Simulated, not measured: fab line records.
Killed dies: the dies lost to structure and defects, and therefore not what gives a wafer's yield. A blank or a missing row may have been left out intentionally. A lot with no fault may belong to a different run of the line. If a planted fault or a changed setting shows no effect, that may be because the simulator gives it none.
Lot-split experiment | flow n5_finfet | 21 wafers read from 7 lots, route of 1938 steps

## ON THE SPLIT
At N5_BEOL_M3_ETCH_41 (etches SiCN in CH3F/O2, target depth 29.9 nm, time 52.5 s), the setting target_depth_a was moved away from the recipe's 299 angstrom on 6 of the 21 wafers read, by -6.4% to +11.8%. The other wafers ran this setting at the recipe's value.

The reading is taken at the split's own step.

## THE READING
etch.depth_nm (the simulator's own value, which no gauge read), in nm, at N5_BEOL_M3_ETCH_41 (etches SiCN in CH3F/O2, target depth 29.9 nm, time 52.5 s). No usual value for it is given in the file. The 15 wafers here that ran the recipe average 20.19 nm, standard deviation 0.31 nm.

wafer  | tool, chamber at the split | target_depth_a as run, angstrom | against the recipe | etch.depth_nm, nm | against lot-mates on the recipe
L075.1 | rie_diel-01, 1             | 334.2                           | +11.8%             | 22.14             | +2.25
L075.3 | rie_diel-01, 1             | 299                             | recipe             | 19.89             | -
L075.5 | rie_diel-01, 2             | 334.2                           | +11.8%             | 22.15             | +2.26
L078.3 | rie_diel-05, 1             | 299                             | recipe             | 20.34             | -
L078.4 | rie_diel-05, 3             | 299                             | recipe             | 19.9              | -
L078.6 | rie_diel-05, 3             | 299                             | recipe             | 20                | -
L082.1 | rie_diel-05, 1             | 299                             | recipe             | 20.3              | -
L082.3 | rie_diel-05, 0             | 316.3                           | +5.8%              | 20.64             | +0.34
L082.5 | rie_diel-05, 3             | 316.3                           | +5.8%              | 21.24             | +0.94
L083.4 | rie_diel-04, 3             | 299                             | recipe             | 20.66             | -
L083.5 | rie_diel-04, 2             | 299                             | recipe             | 20.42             | -
L083.6 | rie_diel-04, 1             | 299                             | recipe             | 20.3              | -
L084.1 | rie_diel-05, 3             | 299                             | recipe             | 19.9              | -
L084.4 | rie_diel-05, 2             | 279.9                           | -6.4%              | 18.74             | -1.11
L084.5 | rie_diel-05, 1             | 299                             | recipe             | 19.8              | -
L087.1 | rie_diel-05, 3             | 299                             | recipe             | 19.72             | -
L087.2 | rie_diel-05, 0             | 285.8                           | -4.4%              | 18.7              | -1.19
L087.4 | rie_diel-05, 2             | 299                             | recipe             | 20.06             | -
L093.1 | rie_diel-04, 3             | 299                             | recipe             | 20.77             | -
L093.4 | rie_diel-04, 0             | 299                             | recipe             | 20.31             | -
L093.5 | rie_diel-04, 3             | 299                             | recipe             | 20.49             | -

FIT RESULTS
A straight line over all 21 wafers: etch.depth_nm changes by +0.18 nm for each +1% of target_depth_a; r = +0.92; the points scatter about the line by 0.34 nm.
The same after taking each lot's own level away (the mean of its wafers on the recipe; 21 wafers): +0.183 nm for each +1%; r = +0.96; scatter 0.23 nm.
On that fit, the largest move of target_depth_a shifts the reading by 2.2 nm.
From 19.850 to 20.523 nm: that is the span of the lots' own levels, equal to 2.2 times the standard deviation above.
Hence the lot-to-lot level has little effect on the slope; both slopes agree.
Check: for one of the wafers moved furthest among these (+11.8%), held out of the fit, the line's prediction against its lot-mates is +2.03 nm. Against them it came out at +2.25 nm.

## ADDITIONAL SPLITS CARRIED BY THESE WAFERS
Note: prior to the reading, these wafers also went through further splits. Each is held against what the fit with the lots' levels taken away leaves over:
other split on the same wafers | wafers away from the commonest value | r with etch.depth_nm (lot level and that fit taken away)
N5_BEOL_M2_EXPOSE_08 dose_mj   | 5                                    | -0.15
N5_BEOL_M2_DESCUM_33 time_s    | 9                                    | -0.20
N5_BEOL_M2_ETCHBACK_99 time_s  | 5                                    | -0.39
N5_BEOL_M3_COAT_67 spin_rpm    | 8                                    | -0.09
N5_BEOL_M3_EXPOSE_25 dose_mj   | 7                                    | +0.20

## FILE'S OWN FIT
etch.depth_nm changes by +0.184 nm for each +1% of target_depth_a, r = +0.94.
